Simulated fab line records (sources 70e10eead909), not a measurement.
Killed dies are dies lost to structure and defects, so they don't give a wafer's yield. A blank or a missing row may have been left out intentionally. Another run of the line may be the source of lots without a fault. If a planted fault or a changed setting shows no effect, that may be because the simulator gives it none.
Chamber matching | flow nandHarc | NHARC_A_WL_FILL_CMP_12 on cmp-03: 4 sister chambers
The step polishes, t overpolish 30 s, target thk 100 nm. 16 wafers are shown with their chamber, then 8 later ones without.

== WAFERS PAIRED WITH THEIR CHAMBERS ==
wafer  | chamber | motorCurrentA (A) | timeToEndpointS (s) | overpolishRunS (s)
L076.1 | 2       | 11.8              | 17.3                | 29.997
L076.5 | 0       | 10.7              | 18.7                | 29.987
L076.6 | 3       | 11.2              | 24.4                | 29.988
L079.2 | 0       | 10.5              | 17.8                | 30.009
L079.3 | 1       | 11.8              | 23.2                | 29.988
L079.6 | 3       | 11.3              | 22.0                | 29.992
L086.1 | 0       | 11.4              | 16.9                | 29.990
L086.2 | 2       | 12.1              | 17.5                | 29.992
L086.5 | 1       | 11.0              | 18.9                | 30.006
L087.3 | 0       | 11.2              | 17.0                | 29.999
L087.5 | 0       | 10.5              | 17.9                | 29.993
L087.6 | 1       | 11.1              | 20.4                | 30.007
L087.1 | 2       | 11.7              | 20.6                | 29.985
L087.2 | 1       | 10.9              | 21.1                | 30.006
L087.4 | 3       | 11.0              | 19.7                | 30.005
L090.3 | 0       | 11.0              | 19.8                | 30.014

SIGNATURES (means of the wafers above)
reading         | chamber 0 | chamber 1 | chamber 2 | chamber 3 | scatter within a chamber
motorCurrentA   | 10.883    | 11.200    | 11.867    | 11.167    | 0.334
timeToEndpointS | 18.017    | 20.900    | 18.467    | 22.033    | 1.67
overpolishRunS  | 29.99867  | 30.00175  | 29.99133  | 29.99500  | 0.00944
Rule: distance of a wafer from a chamber = root of the sum over the readings of ((wafer's reading minus chamber's mean) / reading's scatter) squared. If the next closest chamber is less than 2 further off than the closest, the wafer can't be placed; otherwise it belongs to the closest. How the scatter is found: for the shown wafers, subtract from each reading the mean of its chamber, square and add these, divide the total by (wafers less chambers), then take the root.

== WAFERS MISSING THEIR CHAMBER ==
wafer  | motorCurrentA (A) | timeToEndpointS (s) | overpolishRunS (s)
L090.4 | 11.4              | 24.5                | 30.001
L090.6 | 11.6              | 22.3                | 29.995
L090.1 | 11.8              | 21.0                | 30.010
L090.2 | 11.9              | 19.3                | 29.992
L090.5 | 11.5              | 24.0                | 30.009
L094.1 | 11.5              | 18.3                | 30.002
L094.4 | 11.7              | 20.9                | 30.013
L094.5 | 11.3              | 20.8                | 29.990

== THE CHAMBER EACH PASSED THROUGH ==
wafer  | from the rows above               | in truth
L090.4 | can't be placed: 3 or 1           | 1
L090.6 | can't be placed: 3 or 1 or 2      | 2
L090.1 | can't be placed: 1 or 2 or 3 or 0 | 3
L090.2 | 2                                 | 2
L090.5 | can't be placed: 3 or 1 or 2      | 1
L094.1 | can't be placed: 2 or 1 or 0 or 3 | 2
L094.4 | can't be placed: 1 or 3 or 2 or 0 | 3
L094.5 | can't be placed: 3 or 1 or 2 or 0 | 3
Placed correctly: 1 of 8. Cannot be placed on the basis of these rows: 7; the candidates contain the true chamber in 7. 0 placed wrongly.
